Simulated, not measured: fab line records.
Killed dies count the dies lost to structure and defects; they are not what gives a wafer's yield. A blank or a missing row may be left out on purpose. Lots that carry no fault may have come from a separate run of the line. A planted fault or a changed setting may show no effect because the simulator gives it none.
Chamber matching || flow nand-harc || NHARC_P_M1_DESCUM_14 on rie-diel-12: 4 sister chambers
The step chemistry O2, time 3 s. 8 wafers are shown with their chamber, then 11 later ones without.

== WAFERS PAIRED WITH THEIR CHAMBERS ==
{"wafer": "L078.4", "chamber": 2, "oes-product-au (a.u.)": 0.992, "rf-vpp-V (V)": 57.1}
{"wafer": "L080.6", "chamber": 2, "oes-product-au (a.u.)": 0.992, "rf-vpp-V (V)": 59.0}
{"wafer": "L083.3", "chamber": 3, "oes-product-au (a.u.)": 1.008, "rf-vpp-V (V)": 58.9}
{"wafer": "L083.5", "chamber": 0, "oes-product-au (a.u.)": 1.006, "rf-vpp-V (V)": 57.4}
{"wafer": "L084.2", "chamber": 3, "oes-product-au (a.u.)": 1.002, "rf-vpp-V (V)": 58.3}
{"wafer": "L084.3", "chamber": 1, "oes-product-au (a.u.)": 0.990, "rf-vpp-V (V)": 56.8}
{"wafer": "L084.6", "chamber": 0, "oes-product-au (a.u.)": 0.983, "rf-vpp-V (V)": 57.6}
{"wafer": "L090.1", "chamber": 1, "oes-product-au (a.u.)": 0.995, "rf-vpp-V (V)": 57.0}

== WAFERS WHOSE CHAMBER IS MISSING ==
{"wafer": "L090.2", "oes-product-au (a.u.)": 0.995, "rf-vpp-V (V)": 58.3}
{"wafer": "L090.6", "oes-product-au (a.u.)": 0.992, "rf-vpp-V (V)": 56.8}
{"wafer": "L091.1", "oes-product-au (a.u.)": 1.008, "rf-vpp-V (V)": 57.0}
{"wafer": "L091.2", "oes-product-au (a.u.)": 1.005, "rf-vpp-V (V)": 59.7}
{"wafer": "L091.6", "oes-product-au (a.u.)": 0.995, "rf-vpp-V (V)": 59.5}
{"wafer": "L092.3", "oes-product-au (a.u.)": 1.002, "rf-vpp-V (V)": 57.5}
{"wafer": "L092.4", "oes-product-au (a.u.)": 1.000, "rf-vpp-V (V)": 57.7}
{"wafer": "L092.5", "oes-product-au (a.u.)": 0.997, "rf-vpp-V (V)": 59.3}
{"wafer": "L094.1", "oes-product-au (a.u.)": 1.002, "rf-vpp-V (V)": 58.6}
{"wafer": "L094.2", "oes-product-au (a.u.)": 1.010, "rf-vpp-V (V)": 56.8}
{"wafer": "L094.6", "oes-product-au (a.u.)": 1.004, "rf-vpp-V (V)": 56.3}

== WHICH CHAMBER EACH ONE RAN IN ==
{"wafer": "L090.2", "from the rows above": "can't be placed: 2 or 0 or 3 or 1", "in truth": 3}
{"wafer": "L090.6", "from the rows above": "can't be placed: 1 or 0 or 2", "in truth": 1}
{"wafer": "L091.1", "from the rows above": "can't be placed: 0 or 1 or 3 or 2", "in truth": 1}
{"wafer": "L091.2", "from the rows above": "can't be placed: 3 or 2 or 0", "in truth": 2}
{"wafer": "L091.6", "from the rows above": "can't be placed: 3 or 2 or 0 or 1", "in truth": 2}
{"wafer": "L092.3", "from the rows above": "can't be placed: 0 or 1 or 2 or 3", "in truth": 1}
{"wafer": "L092.4", "from the rows above": "can't be placed: 0 or 2 or 3 or 1", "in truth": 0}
{"wafer": "L092.5", "from the rows above": "can't be placed: 3 or 2 or 0", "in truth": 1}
{"wafer": "L094.1", "from the rows above": "can't be placed: 3 or 2 or 0", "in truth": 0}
{"wafer": "L094.2", "from the rows above": "can't be placed: 1 or 0 or 3 or 2", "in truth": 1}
{"wafer": "L094.6", "from the rows above": "can't be placed: 1 or 0 or 2 or 3", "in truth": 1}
0 of 11 placed correctly. Can't be placed from these rows: 11 (the true chamber is among the candidates in 10). Number placed wrongly: 0.
How it was worked out, from the rows above alone: a wafer's distance from a chamber is the root of the sum, over the readings, of the square of ((its reading less the chamber's mean) divided by the reading's scatter). If the next closest chamber is less than 2 further off than the closest, the wafer can't be placed; otherwise it belongs to the closest. For every chamber, the mean is computed from those of its wafers that are shown. How the scatter is found: for the shown wafers, subtract from each reading the mean of its chamber, square and add these, divide the total by (wafers less chambers), then take the root.
